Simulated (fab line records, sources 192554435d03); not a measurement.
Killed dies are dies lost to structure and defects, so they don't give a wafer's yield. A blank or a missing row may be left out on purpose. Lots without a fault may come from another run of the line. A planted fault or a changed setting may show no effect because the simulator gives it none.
Split-lot experiment | flow n5_finfet | 7 lots, 21 wafers read, on a route of 1938 steps

THE SPLIT
At N5_FIN_SAQP_PEB_14 (peb time 60 s), the setting peb_time_s was moved away from the recipe's 60 s on 9 of the 21 wafers read, by -21.4% to +13.1%. The other wafers ran this setting at the recipe's value.

FROM THE SPLIT TO THE READING: what the file shows between them, 1 step
- N5_FIN_SAQP_DEVELOP_15: develop time 30 s

THE READING
cd_nm, in nm, at N5_FIN_SAQP_CD_MEAS_16 (target cd 35.6 nm). Fault-free wafers of this fab line usually give 35.5 nm, standard deviation 0.39 nm.

wafer  | tool, chamber at the split | peb_time_s as run, s | against the recipe | cd_nm, nm | against lot-mates on the recipe
L074.3 | litho_track-05, 0          | 60                   | recipe             | 34.6      | -
L074.5 | litho_track-05, 0          | 47.17                | -21.4%             | 38.7      | +4.1
L074.6 | litho_track-05, 0          | 47.17                | -21.4%             | 38.8      | +4.2
L078.1 | litho_track-01, 0          | 67                   | +11.7%             | 33.3      | -2.1
L078.2 | litho_track-01, 0          | 60                   | recipe             | 35.5      | -
L078.4 | litho_track-01, 0          | 60                   | recipe             | 35.3      | -
L082.4 | litho_track-04, 0          | 60                   | recipe             | 36.1      | -
L082.5 | litho_track-04, 0          | 60                   | recipe             | 35.2      | -
L082.6 | litho_track-04, 0          | 67.85                | +13.1%             | 33.9      | -1.8
L084.1 | litho_track-04, 0          | 67.45                | +12.4%             | 33.9      | -1.9
L084.4 | litho_track-04, 0          | 60                   | recipe             | 35.4      | -
L084.6 | litho_track-04, 0          | 60                   | recipe             | 36.3      | -
L089.1 | litho_track-01, 0          | 60                   | recipe             | 35.8      | -
L089.4 | litho_track-01, 0          | 60                   | recipe             | 34.9      | -
L089.5 | litho_track-01, 0          | 60                   | recipe             | 35.5      | -
L092.2 | litho_track-01, 0          | 51.59                | -14.0%             | 38.1      | +2.1
L092.3 | litho_track-01, 0          | 60                   | recipe             | 36.0      | -
L092.6 | litho_track-01, 0          | 51.59                | -14.0%             | 37.8      | +1.8
L097.1 | litho_track-05, 0          | 53.47                | -10.9%             | 36.7      | +1.8
L097.3 | litho_track-05, 0          | 60                   | recipe             | 34.9      | -
L097.6 | litho_track-05, 0          | 53.47                | -10.9%             | 37.3      | +2.4

THE FIT
A straight line over all 21 wafers: cd_nm changes by -0.153 nm for each +1% of peb_time_s; r = -0.96; the points scatter about the line by 0.45 nm.
The same after taking each lot's own level away (the mean of its wafers on the recipe; 21 wafers): -0.173 nm for each +1%; r = -0.98; scatter 0.38 nm.
On that fit, the largest move of peb_time_s shifts the reading by 3.7 nm.
The lots' own levels span 34.60 to 36.00 nm, that is 3.6 times the standard deviation above.
So the lot-to-lot level changes the slope: the two fits differ.
Check: with one of the wafers moved furthest among these (-21.4%) left out of the fit, the line predicts +3.64 nm for it against its lot-mates. It came out at +4.1 nm against them.

OTHER SPLITS ON THESE WAFERS
These wafers also went through other splits before the reading. Each is held against what the fit with the lots' levels taken away leaves over:
other split on the same wafers          | wafers away from the commonest value | r with cd_nm (lot level and that fit taken away)
N5_ZERO_LAYER_COAT_05 spin_rpm          | 6                                    | +0.13
N5_ZERO_LAYER_DEVELOP_10 develop_time_s | 8                                    | +0.07

THE FILE'S OWN FIT
cd_nm changes by -0.171 nm for each +1% of peb_time_s, r = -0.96.
